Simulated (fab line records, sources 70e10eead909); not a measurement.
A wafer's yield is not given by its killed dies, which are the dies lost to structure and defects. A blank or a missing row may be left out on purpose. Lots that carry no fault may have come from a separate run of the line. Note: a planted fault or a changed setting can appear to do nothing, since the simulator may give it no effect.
fab line records | flow nandHarc
record lots=6 wafers=18 lastDay=33
route steps=1302 shown A_ONON_D2@546 END@1302
lots with no fault: from the same line, run without faults
startH: hours from the record's opening day to when the first of the lot's shown wafers began | waitH: how many hours have passed since the lot's step before this one | " repeats the value in the row above | L1.1+2: several wafers, shown together as one row | - no value present, or no start provided | * or withheld: withheld | < > ~ a bound
route shown NAME@n: names a module that has steps shown in the file, with the first one's number in the route | usual: mean and standard deviation over wafers with no fault | same: alike in all rows | chamber/n: place in a boat | sites: each site's reading | _std_site: the standard deviation of these | _edge_site: outer sites' mean less inner sites' | radiusMm: for every site, how far away it sits from the centre of the wafer | mask NAME#n: copy n | behind: the most recent tool/chamber to have shaped the wafer | hold: what put the lot on hold/how long, in hours/how the hold closed | device: the n, p or np transistor that did not switch | end of line: the same wafers' tests at the end of the route | where a step has no rows: the recipe by itself | killed: count of dies lost to structure and defects at first sort (not the wafer's yield) | map: a wafer's dies, marking killed ones x, the rest . and places with no die _
set.NAME: the setting as run; set.NAME@STEP: as run at that earlier step | model.NAME: the simulator's own value behind a step, which no gauge read
certain route steps with their lots: each step a table, each wafer a row
services: a tool's chamber out of use, with start hour (startH, from the record's first day; less than 0 if before it), hours out, and reason
## steps
# step NHARC_A_ONON_D2_THK_MEAS_02
# recipe thkMeasGauge=ellipsometry
# usual thkNm=1003/8.7
# columns lot.wafer tool chamber startH waitH thkNm
L702.1 filmMetro-01 - 286.40 - 999
L702.4 " - " " 1000
L702.6 " - " " 1000
L703.3 filmMetro-02 - 295.11 - 1003
L703.5 " - " " 1001
L703.6 " - " " 1002
L711.1 filmMetro-01 - 381.39 - 996
L711.2 " - " " 995
L711.3 " - " " 995
L714.1 filmMetro-01 - 396.00 - 994
L714.2 " - " " 993
L714.4 " - " " 994
L720.1 filmMetro-01 - 465.58 - 1000
L720.5 " - " " 998
L720.6 " - " " 999
L722.3 filmMetro-02 - 488.45 - 995
L722.4 " - " " 996
L722.6 " - " " 994
# step NHARC_A_ONON_D2_DEP_03
# recipe targetThkA=10000 n2FlowSccm=2750 n2oFlowSccm=2000 nh3FlowSccm=500 sih4FlowSccm=210 tempC=400
# step NHARC_A_ONON_D2_THK_MEAS_05
# recipe thkMeasGauge=ellipsometry
# usual thkNm=1000/7.7
# columns lot.wafer tool chamber startH waitH thkNm
L702.1 filmMetro-01 - 286.98 - 1005
L702.4 " - " " 1007
L702.6 " - " " 1006
L703.3 filmMetro-02 - 295.68 - 999
L703.5 " - " " 1000
L703.6 " - " " 1002
L711.1 filmMetro-01 - 381.96 - 1002
L711.2 " - " " 1001
L711.3 " - " " 1002
L714.1 filmMetro-02 - 396.56 - 1002
L714.2 " - " " 1002
L714.4 " - " " 1002
L720.1 filmMetro-02 - 466.15 - 1003
L720.5 " - " " 1006
L720.6 " - " " 1004
L722.3 filmMetro-02 - 489.02 - 998
L722.4 " - " " 999
L722.6 " - " " 997
# step NHARC_A_ONON_D2_DEP_06
# recipe targetThkA=10000 n2FlowSccm=2750 n2oFlowSccm=2000 nh3FlowSccm=500 sih4FlowSccm=210 tempC=400
# step NHARC_A_ONON_D2_THK_MEAS_08
# recipe thkMeasGauge=ellipsometry
# usual thkNm=1002/9.2
# columns lot.wafer tool chamber startH waitH thkNm
L702.1 filmMetro-02 - 287.57 - 1005
L702.4 " - " " 1006
L702.6 " - " " 1004
L703.3 filmMetro-02 - 296.25 - 1001
L703.5 " - " " 1002
L703.6 " - " " 1001
L711.1 filmMetro-01 - 382.52 - 996
L711.2 " - " " 998
L711.3 " - " " 998
L714.1 filmMetro-01 - 397.13 - 1004
L714.2 " - " " 1002
L714.4 " - " " 1002
L720.1 filmMetro-01 - 466.72 - 999
L720.5 " - " " 998
L720.6 " - " " 998
L722.3 filmMetro-01 - 489.61 - 987
L722.4 " - " " 988
L722.6 " - " " 991
# step NHARC_A_ONON_D2_DEP_09
# recipe targetThkA=10000 n2FlowSccm=2750 n2oFlowSccm=2000 nh3FlowSccm=500 sih4FlowSccm=210 tempC=400
# step NHARC_A_ONON_D2_THK_MEAS_11
# recipe thkMeasGauge=ellipsometry
# usual thkNm=999/9.6
# columns lot.wafer tool chamber startH waitH thkNm
L702.1 filmMetro-02 - 288.13 - 998
L702.4 " - " " 997
L702.6 " - " " 997
L703.3 filmMetro-02 - 296.81 - 1009
L703.5 " - " " 1011
L703.6 " - " " 1008
L711.1 filmMetro-01 - 383.08 - 1013
L711.2 " - " " 1013
L711.3 " - " " 1014
L714.1 filmMetro-01 - 397.69 - 990
L714.2 " - " " 992
L714.4 " - " " 992
L720.1 filmMetro-01 - 467.29 - 1014
L720.5 " - " " 1014
L720.6 " - " " 1013
L722.3 filmMetro-01 - 490.20 - 1015
L722.4 " - " " 1015
L722.6 " - " " 1014
# step NHARC_A_ONON_D2_DEP_12
# recipe targetThkA=10000 n2FlowSccm=2750 n2oFlowSccm=2000 nh3FlowSccm=500 sih4FlowSccm=210 tempC=400
# step NHARC_A_ONON_D2_THK_MEAS_14
# recipe thkMeasGauge=ellipsometry
# usual thkNm=1002/7.6
# columns lot.wafer tool chamber startH waitH thkNm
L702.1 filmMetro-01 - 288.69 - 1005
L702.4 " - " " 1002
L702.6 " - " " 1002
L703.3 filmMetro-02 - 297.38 - 999
L703.5 " - " " 998
L703.6 " - " " 1000
L711.1 filmMetro-01 - 383.65 - 989
L711.2 " - " " 989
L711.3 " - " " 990
L714.1 filmMetro-02 - 398.25 - 1003
L714.2 " - " " 1003
L714.4 " - " " 1004
L720.1 filmMetro-01 - 467.84 - 1003
L720.5 " - " " 1003
L720.6 " - " " 1005
L722.3 filmMetro-01 - 490.76 - 999
L722.4 " - " " 998
L722.6 " - " " 998
# step NHARC_A_ONON_D2_ANNEAL_15
# recipe tempC=750 timeS=3600
# step NHARC_A_ONON_D2_DEP_16
# recipe targetThkA=10000 n2FlowSccm=2750 n2oFlowSccm=2000 nh3FlowSccm=500 sih4FlowSccm=210 tempC=400
# step NHARC_A_ONON_D2_THK_MEAS_18
# recipe thkMeasGauge=ellipsometry
# usual thkNm=997/7.2
# columns lot.wafer tool chamber startH waitH thkNm
L702.1 filmMetro-01 - 297.33 - 1001
L702.4 " - " " 998
L702.6 " - " " 997
L703.3 filmMetro-01 - 306.92 - 1006
L703.5 " - " " 1006
L703.6 " - " " 1007
L711.1 filmMetro-02 - 390.97 - 993
L711.2 " - " " 994
L711.3 " - " " 990
L714.1 filmMetro-02 - 409.46 - 1012
L714.2 " - " " 1013
L714.4 " - " " 1011
L720.1 filmMetro-01 - 475.56 - 995
L720.5 " - " " 994
L720.6 " - " " 996
L722.3 filmMetro-02 - 506.36 - 977
L722.4 " - " " 980
L722.6 " - " " 979
# step NHARC_A_ONON_D2_DEP_19
# recipe targetThkA=10000 n2FlowSccm=2750 n2oFlowSccm=2000 nh3FlowSccm=500 sih4FlowSccm=210 tempC=400
# usual n2FlowSccm=2750/8.7
# columns lot.wafer tool chamber startH waitH n2FlowSccm
L702.1 pecvdOnon-04 0 297.39 0.1 2747
L702.4 " 0 " " 2760
L702.6 " 0 " " 2750
L703.3 pecvdOnon-01 0 307.09 0.2 2750
L703.5 " 0 " " 2743
L703.6 " 0 " " 2764
L711.1 pecvdOnon-01 0 391.03 0.1 2743
L711.2 " 0 " " 2735
L711.3 " 0 " " 2747
L714.1 pecvdOnon-01 0 409.51 0.1 2733
L714.2 " 0 " " 2730
L714.4 " 0 " " 2733
L720.1 pecvdOnon-04 0 475.62 0.1 2744
L720.5 " 0 " " 2745
L720.6 " 0 " " 2752
L722.3 pecvdOnon-02 0 506.54 0.2 2746
L722.4 " 0 " " 2766
L722.6 " 0 " " 2749
# step NHARC_A_ONON_D2_THK_MEAS_21
# recipe thkMeasGauge=ellipsometry
# usual thkNm=1000/10
# columns lot.wafer tool chamber startH waitH thkNm
L702.1 filmMetro-01 - 297.90 - 1011
L702.4 " - " " 1011
L702.6 " - " " 1011
L703.3 filmMetro-01 - 307.49 - 973
L703.5 " - " " 974
L703.6 " - " " 973
L711.1 filmMetro-02 - 391.54 - 582
L711.2 " - " " 583
L711.3 " - " " 583
L714.1 filmMetro-01 - 410.02 - 577
L714.2 " - " " 576
L714.4 " - " " 577
L720.1 filmMetro-01 - 476.14 - 1000
L720.5 " - " " 1000
L720.6 " - " " 1000
L722.3 filmMetro-02 - 506.93 - 1006
L722.4 " - " " 1006
L722.6 " - " " 1007
# step NHARC_A_ONON_D2_DEP_22
# recipe targetThkA=10000 n2FlowSccm=2750 n2oFlowSccm=2000 nh3FlowSccm=500 sih4FlowSccm=210 tempC=400
# step NHARC_END_SORT_01
# recipe tempC=25
# usual killedAtArray=52/17 killedAtOther=0.9/1.2 killedAtPeriphery=3.9/2.7 killedDies=57/16 killedOpen=3.3/1.9 killedShort=2.5/1.5
# same grossDies=677
# columns lot.wafer tool chamber startH waitH killedAtArray killedAtOther killedAtPeriphery killedDies killedOpen killedShort
L711.1 prober-02 0 669.80 2.5 669 1 7 677 3 1
L711.2 prober-02 0 670.59 2.8 669 0 8 677 1 0
L711.3 prober-02 0 671.38 3.1 673 0 4 677 5 2
L714.1 prober-01 0 677.50 2.5 673 1 3 677 4 3
L714.2 prober-01 0 678.31 2.8 671 6 0 677 3 1
L714.4 prober-01 0 679.94 3.4 669 2 6 677 2 0
# killed by level:class
L711.1 A_ONON_D2:areaDep=630 A_SLIT:chamberFilmFlake=27 A_CONTACT:chamberFilmFlake=3 A_M1:chamberFilmFlake=3 P_STI:chamberFilmFlake=2 A_CHANNEL_FILL_D1:chamberFilmFlake=2 P_CONTACT:geometricParticle:short=1 P_M0:geometricParticle:open=1
L711.2 A_ONON_D2:areaDep=640 A_SLIT:chamberFilmFlake=11 A_CONTACT:chamberFilmFlake=8 A_CHANNEL_HOLE_D1:chamberFilmFlake=6 P_GATE:chamberFilmFlake=5 A_M1:chamberFilmFlake=3 P_ZERO_WELL:chamberFilmFlake=2 P_M0:geometricParticle:open=1
L711.3 A_ONON_D2:areaDep=637 A_SLIT:chamberFilmFlake=13 A_CHANNEL_HOLE_D1:chamberFilmFlake=9 A_CHANNEL_FILL_D1:chamberFilmFlake=4 A_CONTACT:chamberFilmFlake=3 A_CHANNEL_FILL_D2:geometricParticle:open=2 A_ONON_D1:geometricParticle:short=1 A_CHANNEL_FILL_D1:geometricParticle:open=1
L714.1 A_ONON_D2:areaDep=615 A_CHANNEL_HOLE_D1:chamberFilmFlake=30 A_CHANNEL_HOLE_D2:chamberFilmFlake=16 A_SLIT:chamberFilmFlake=2 A_CONTACT:chamberFilmFlake=2 P_GATE:geometricParticle:open=1 P_M0:geometricParticle:open=1 A_ONON_D1:geometricParticle:open=1
L714.2 A_ONON_D2:areaDep=616 A_CHANNEL_HOLE_D1:chamberFilmFlake=37 A_CHANNEL_HOLE_D2:chamberFilmFlake=6 THIN_TSV:chamberFilmFlake=5 A_CONTACT:chamberFilmFlake=5 A_SLIT:chamberFilmFlake=4 A_DECK1_JOINT:geometricParticle:short=1 A_CHANNEL_FILL_D2:geometricParticle:open=1
L714.4 A_ONON_D2:areaDep=604 A_CHANNEL_HOLE_D1:chamberFilmFlake=32 A_CHANNEL_HOLE_D2:chamberFilmFlake=18 A_SLIT:chamberFilmFlake=8 A_CONTACT:chamberFilmFlake=3 P_STI:chamberFilmFlake=2 P_M1:chamberFilmFlake=2 THIN_TSV:chamberFilmFlake=2
# map L711.1 (x killed, . not)
____________x____________
_________xxxxxxx_________
_______xxxxxxxxxxx_______
______xxxxxxxxxxxxx______
_____xxxxxxxxxxxxxxx_____
____xxxxxxxxxxxxxxxxx____
____xxxxxxxxxxxxxxxxx____
___xxxxxxxxxxxxxxxxxxx___
___xxxxxxxxxxxxxxxxxxx___
__xxxxxxxxxxxxxxxxxxxxx__
__xxxxxxxxxxxxxxxxxxxxx__
_xxxxxxxxxxxxxxxxxxxxxxx_
_xxxxxxxxxxxxxxxxxxxxxxx_
_xxxxxxxxxxxxxxxxxxxxxxx_
_xxxxxxxxxxxxxxxxxxxxxxx_
_xxxxxxxxxxxxxxxxxxxxxxx_
xxxxxxxxxxxxxxxxxxxxxxxxx
xxxxxxxxxxxxxxxxxxxxxxxxx
xxxxxxxxxxxxxxxxxxxxxxxxx
xxxxxxxxxxxxxxxxxxxxxxxxx
xxxxxxxxxxxxxxxxxxxxxxxxx
_xxxxxxxxxxxxxxxxxxxxxxx_
_xxxxxxxxxxxxxxxxxxxxxxx_
_xxxxxxxxxxxxxxxxxxxxxxx_
_xxxxxxxxxxxxxxxxxxxxxxx_
_xxxxxxxxxxxxxxxxxxxxxxx_
__xxxxxxxxxxxxxxxxxxxxx__
__xxxxxxxxxxxxxxxxxxxxx__
___xxxxxxxxxxxxxxxxxxx___
___xxxxxxxxxxxxxxxxxxx___
____xxxxxxxxxxxxxxxxx____
____xxxxxxxxxxxxxxxxx____
_____xxxxxxxxxxxxxxx_____
______xxxxxxxxxxxxx______
_______xxxxxxxxxxx_______
_________xxxxxxx_________
____________x____________
# map L714.1 (x killed, . not)
____________x____________
_________xxxxxxx_________
_______xxxxxxxxxxx_______
______xxxxxxxxxxxxx______
_____xxxxxxxxxxxxxxx_____
____xxxxxxxxxxxxxxxxx____
____xxxxxxxxxxxxxxxxx____
___xxxxxxxxxxxxxxxxxxx___
___xxxxxxxxxxxxxxxxxxx___
__xxxxxxxxxxxxxxxxxxxxx__
__xxxxxxxxxxxxxxxxxxxxx__
_xxxxxxxxxxxxxxxxxxxxxxx_
_xxxxxxxxxxxxxxxxxxxxxxx_
_xxxxxxxxxxxxxxxxxxxxxxx_
_xxxxxxxxxxxxxxxxxxxxxxx_
_xxxxxxxxxxxxxxxxxxxxxxx_
xxxxxxxxxxxxxxxxxxxxxxxxx
xxxxxxxxxxxxxxxxxxxxxxxxx
xxxxxxxxxxxxxxxxxxxxxxxxx
xxxxxxxxxxxxxxxxxxxxxxxxx
xxxxxxxxxxxxxxxxxxxxxxxxx
_xxxxxxxxxxxxxxxxxxxxxxx_
_xxxxxxxxxxxxxxxxxxxxxxx_
_xxxxxxxxxxxxxxxxxxxxxxx_
_xxxxxxxxxxxxxxxxxxxxxxx_
_xxxxxxxxxxxxxxxxxxxxxxx_
__xxxxxxxxxxxxxxxxxxxxx__
__xxxxxxxxxxxxxxxxxxxxx__
___xxxxxxxxxxxxxxxxxxx___
___xxxxxxxxxxxxxxxxxxx___
____xxxxxxxxxxxxxxxxx____
____xxxxxxxxxxxxxxxxx____
_____xxxxxxxxxxxxxxx_____
______xxxxxxxxxxxxx______
_______xxxxxxxxxxx_______
_________xxxxxxx_________
____________x____________
## services
# columns tool chamber startH hours kind
pecvdOnon-04 - 311.32 13.0 pm
pecvdOnon-02 - 366.24 13.0 pm
pecvdOnon-01 - 450.67 13.0 pm
pecvdOnon-04 - 492.32 13.0 pm
## key
firstSign step=NHARC_A_ONON_D2_THK_MEAS_21 reading=thkNm direction=down sigmas=42 usual=1000 struck=580
effect step=NHARC_END_SORT_01 reading=killedDies direction=up sigmas=38 usual=57 struck=677
moreKillsBornAt NHARC_A_ONON_D2_DEP_19@pecvdOnon-01=3742
metAt NHARC_A_ONON_D2_DEP_19
struckWafers L711.1,L711.2,L711.3,L714.1,L714.2,L714.4
laterRowsLeftOut L711.1,L711.2,L711.3,L714.1,L714.2,L714.4
testerLeftOut L711,L714
onsetBetween 307.09 391.03
fault kind=processParameterDrift tool=pecvdOnon-01 chamber=0 onsetH=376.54 steps=NHARC_A_ONON_D2_DEP_19 channel=targetThkA offset=* shape=step endH=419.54 actsIn=* stated=*
# testerLeftOut: of these lots the tester's yield and bins aren't shown, on N5 and GAA mostly nor the transistor test; their killed dies are dies lost to structure and defects alone, not to doping, threshold or leakage, so they don't give the yield
# laterRowsLeftOut: the simulator's readings of these wafers behind a module that went badly wrong aren't trusted and aren't shown, but for the sort
